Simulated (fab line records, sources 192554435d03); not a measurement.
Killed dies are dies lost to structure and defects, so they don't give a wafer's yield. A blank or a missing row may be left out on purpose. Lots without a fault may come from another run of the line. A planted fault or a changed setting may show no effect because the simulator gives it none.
Split-lot experiment | flow n5_finfet | 7 lots, 39 wafers read, on a route of 1938 steps

THE SPLIT
At N5_BEOL_M3_VIA_ETCH_34 (etches the open film in C4F6/O2, target depth 69.4 nm, time 65.9 s), the setting target_depth_a was moved away from the recipe's 694 angstrom on 15 of the 39 wafers read, by -21.9% to +51.3%. The other wafers ran this setting at the recipe's value.

The reading is taken at the split's own step.

THE READING
SOC_of_BEOL_M3_COAT_67.thk_nm (the simulator's own value, which no gauge read), in nm, at N5_BEOL_M3_VIA_ETCH_34 (etches the open film in C4F6/O2, target depth 69.4 nm, time 65.9 s). The file gives no usual value for it. The 24 wafers here that ran the recipe average 52.0 nm, standard deviation 0.26 nm.

wafer  | tool, chamber at the split | target_depth_a as run, angstrom | against the recipe | SOC_of_BEOL_M3_COAT_67.thk_nm, nm | against lot-mates on the recipe
L077.1 | rie_diel-01, 2             | 1050                            | +51.3%             | 48.4                              | -3.4
L077.2 | rie_diel-01, 1             | 694                             | recipe             | 52                                | -
L077.3 | rie_diel-01, 3             | 694                             | recipe             | 52                                | -
L077.4 | rie_diel-01, 0             | 694                             | recipe             | 51.4                              | -
L077.5 | rie_diel-01, 2             | 1050                            | +51.3%             | 48.4                              | -3.4
L077.6 | rie_diel-01, 1             | 1050                            | +51.3%             | 48                                | -3.8
L078.1 | rie_diel-04, 2             | 694                             | recipe             | 51.8                              | -
L078.2 | rie_diel-04, 1             | 694                             | recipe             | 51.8                              | -
L078.3 | rie_diel-04, 3             | 694                             | recipe             | 52                                | -
L078.4 | rie_diel-04, 2             | 694                             | recipe             | 51.8                              | -
L078.5 | rie_diel-04, 3             | 694                             | recipe             | 51.8                              | -
L078.6 | rie_diel-04, 1             | 694                             | recipe             | 51.8                              | -
L080.2 | rie_diel-03, 3             | 694                             | recipe             | 52                                | -
L080.3 | rie_diel-03, 0             | 694                             | recipe             | 52                                | -
L080.4 | rie_diel-03, 1             | 694                             | recipe             | 52.2                              | -
L082.1 | rie_diel-03, 3             | 951.6                           | +37.1%             | 49.4                              | -3.1
L082.2 | rie_diel-03, 2             | 951.6                           | +37.1%             | 49.4                              | -3.1
L082.3 | rie_diel-03, 0             | 694                             | recipe             | 52.4                              | -
L082.4 | rie_diel-03, 1             | 694                             | recipe             | 52.6                              | -
L082.5 | rie_diel-03, 3             | 951.6                           | +37.1%             | 49.4                              | -3.1
L082.6 | rie_diel-03, 0             | 694                             | recipe             | 52.4                              | -
L089.1 | rie_diel-03, 1             | 694                             | recipe             | 51.8                              | -
L089.2 | rie_diel-03, 2             | 1037                            | +49.4%             | 47.6                              | -4.2
L089.3 | rie_diel-03, 0             | 694                             | recipe             | 51.8                              | -
L089.4 | rie_diel-03, 1             | 1037                            | +49.4%             | 47.8                              | -4.0
L089.5 | rie_diel-03, 2             | 1037                            | +49.4%             | 47.8                              | -4.0
L089.6 | rie_diel-03, 0             | 694                             | recipe             | 51.8                              | -
L093.1 | rie_diel-01, 3             | 903.4                           | +30.2%             | 49.6                              | -2.6
L093.2 | rie_diel-01, 0             | 903.4                           | +30.2%             | 49.2                              | -3.0
L093.3 | rie_diel-01, 1             | 694                             | recipe             | 52.2                              | -
L093.4 | rie_diel-01, 2             | 694                             | recipe             | 52.2                              | -
L093.5 | rie_diel-01, 0             | 903.4                           | +30.2%             | 49.2                              | -3.0
L093.6 | rie_diel-01, 1             | 694                             | recipe             | 52.2                              | -
L097.1 | rie_diel-03, 2             | 541.9                           | -21.9%             | 53.8                              | +1.7
L097.2 | rie_diel-03, 3             | 694                             | recipe             | 52                                | -
L097.3 | rie_diel-03, 0             | 541.9                           | -21.9%             | 54.2                              | +2.1
L097.4 | rie_diel-03, 1             | 694                             | recipe             | 52                                | -
L097.5 | rie_diel-03, 0             | 541.9                           | -21.9%             | 54                                | +1.9
L097.6 | rie_diel-03, 1             | 694                             | recipe             | 52.4                              | -

THE FIT
A straight line over all 39 wafers: SOC_of_BEOL_M3_COAT_67.thk_nm changes by -0.0803 nm for each +1% of target_depth_a; r = -0.99; the points scatter about the line by 0.3 nm.
The same after taking each lot's own level away (the mean of its wafers on the recipe; 39 wafers): -0.0794 nm for each +1%; r = -0.99; scatter 0.26 nm.
On that fit, the largest move of target_depth_a shifts the reading by 4.1 nm.
The lots' own levels span 51.80 to 52.47 nm, that is 2.5 times the standard deviation above.
So the lot-to-lot level changes the slope little: the two slopes agree.
Check: with one of the wafers moved furthest among these (+51.3%) left out of the fit, the line predicts -4.16 nm for it against its lot-mates. It came out at -3.4 nm against them.

OTHER SPLITS ON THESE WAFERS
These wafers also went through other splits before the reading. Each is held against what the fit with the lots' levels taken away leaves over:
other split on the same wafers             | wafers away from the commonest value | r with SOC_of_BEOL_M3_COAT_67.thk_nm (lot level and that fit taken away)
N5_MOL_CONTACT_COAG_ETCH_91 target_depth_a | 12                                   | -0.10
N5_BEOL_M0_SAQP_PECVD_96 time_s            | 15                                   | -0.19

THE WHOLE CHAIN: every reading that the file lists as answering this split, in the file's order
step                   | what it does                                                       | reading                                                                        | change (the file's fit)                | r (the file's)
N5_BEOL_M3_VIA_ETCH_34 | etches the open film in C4F6/O2, target depth 69.4 nm, time 65.9 s | etch.depth_nm (the simulator's own value, which no gauge read)                 | +0.697 nm for each +1% of the setting  | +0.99
N5_BEOL_M3_VIA_ETCH_34 | etches the open film in C4F6/O2, target depth 69.4 nm, time 65.9 s | SOC_of_BEOL_M3_COAT_67.thk_nm (the simulator's own value, which no gauge read) | -0.0795 nm for each +1% of the setting | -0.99

THE FILE'S OWN FIT
SOC_of_BEOL_M3_COAT_67.thk_nm changes by -0.0795 nm for each +1% of target_depth_a, r = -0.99.
